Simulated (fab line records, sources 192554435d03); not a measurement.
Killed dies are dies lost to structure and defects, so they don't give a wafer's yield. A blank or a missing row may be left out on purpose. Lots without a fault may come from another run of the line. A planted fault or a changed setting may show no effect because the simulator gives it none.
Split-lot experiment | flow n5_finfet | 7 lots, 21 wafers read, on a route of 1938 steps

THE SPLIT
At N5_ZERO_LAYER_ETCH_18 (etches Si in HBr/Cl2, target depth 120 nm, time 40 s), the setting icp_w was moved away from the recipe's 800 W on 4 of the 21 wafers read, by -14.7% to +5.7%. The other wafers ran this setting at the recipe's value.

The reading is taken at the split's own step.

THE READING
ZERO_LAYER.feature_depth_nm (the simulator's own value, which no gauge read), in nm, at N5_ZERO_LAYER_ETCH_18 (etches Si in HBr/Cl2, target depth 120 nm, time 40 s). The file gives no usual value for it. The 17 wafers here that ran the recipe average 119.1 nm, standard deviation 0.77 nm.

wafer  | tool, chamber at the split | icp_w as run, W | against the recipe | ZERO_LAYER.feature_depth_nm, nm | against lot-mates on the recipe
L074.4 | rie_si-03, 3               | 800             | recipe             | 118                             | -
L074.5 | rie_si-03, 3               | 800             | recipe             | 118.3                           | -
L074.6 | rie_si-03, 2               | 800             | recipe             | 117.7                           | -
L075.3 | rie_si-03, 1               | 800             | recipe             | 119.2                           | -
L075.5 | rie_si-03, 3               | 800             | recipe             | 118.5                           | -
L075.6 | rie_si-03, 0               | 800             | recipe             | 118.9                           | -
L082.2 | rie_si-03, 3               | 800             | recipe             | 120.2                           | -
L082.3 | rie_si-03, 1               | 755.5           | -5.6%              | 118.8                           | -1.4
L082.5 | rie_si-03, 1               | 755.5           | -5.6%              | 118.9                           | -1.3
L083.1 | rie_si-03, 3               | 800             | recipe             | 119.7                           | -
L083.2 | rie_si-03, 0               | 800             | recipe             | 119.5                           | -
L083.5 | rie_si-03, 2               | 682.6           | -14.7%             | 111.2                           | -8.4
L084.1 | rie_si-01, 2               | 800             | recipe             | 118.7                           | -
L084.3 | rie_si-01, 0               | 800             | recipe             | 119.3                           | -
L084.4 | rie_si-01, 1               | 800             | recipe             | 119.2                           | -
L085.3 | rie_si-01, 2               | 800             | recipe             | 119.1                           | -
L085.4 | rie_si-01, 1               | 800             | recipe             | 120.7                           | -
L085.6 | rie_si-01, 0               | 800             | recipe             | 118.6                           | -
L092.2 | rie_si-02, 1               | 800             | recipe             | 120.1                           | -
L092.3 | rie_si-02, 3               | 800             | recipe             | 119.4                           | -
L092.5 | rie_si-02, 2               | 845.6           | +5.7%              | 120.7                           | +1.0

THE FIT
A straight line over all 21 wafers: ZERO_LAYER.feature_depth_nm changes by +0.419 nm for each +1% of icp_w; r = +0.83; the points scatter about the line by 1.1 nm.
The same after taking each lot's own level away (the mean of its wafers on the recipe; 21 wafers): +0.461 nm for each +1%; r = +0.92; scatter 0.79 nm.
On that fit, the largest move of icp_w shifts the reading by 6.8 nm.
The lots' own levels span 118.00 to 120.20 nm, that is 2.9 times the standard deviation above.
So the lot-to-lot level changes the slope little: the two slopes agree.
Check: with one of the wafers moved furthest among these (-14.7%) left out of the fit, the line predicts -3.18 nm for it against its lot-mates. It came out at -8.4 nm against them.

OTHER SPLITS ON THESE WAFERS
These wafers also went through other splits before the reading. Each is held against what the fit with the lots' levels taken away leaves over:
other split on the same wafers  | wafers away from the commonest value | r with ZERO_LAYER.feature_depth_nm (lot level and that fit taken away)
N5_ZERO_LAYER_PEB_09 peb_time_s | as run: not given for these wafers   | -

THE WHOLE CHAIN: every reading that the file lists as answering this split, in the file's order
step                  | what it does                                         | reading                                                                      | change (the file's fit)               | r (the file's)
N5_ZERO_LAYER_ETCH_18 | etches Si in HBr/Cl2, target depth 120 nm, time 40 s | etch.depth_nm (the simulator's own value, which no gauge read)               | +0.491 nm for each +1% of the setting | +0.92
N5_ZERO_LAYER_ETCH_18 | etches Si in HBr/Cl2, target depth 120 nm, time 40 s | ZERO_LAYER.feature_depth_nm (the simulator's own value, which no gauge read) | +0.491 nm for each +1% of the setting | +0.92

THE FILE'S OWN FIT
ZERO_LAYER.feature_depth_nm changes by +0.491 nm for each +1% of icp_w, r = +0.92.
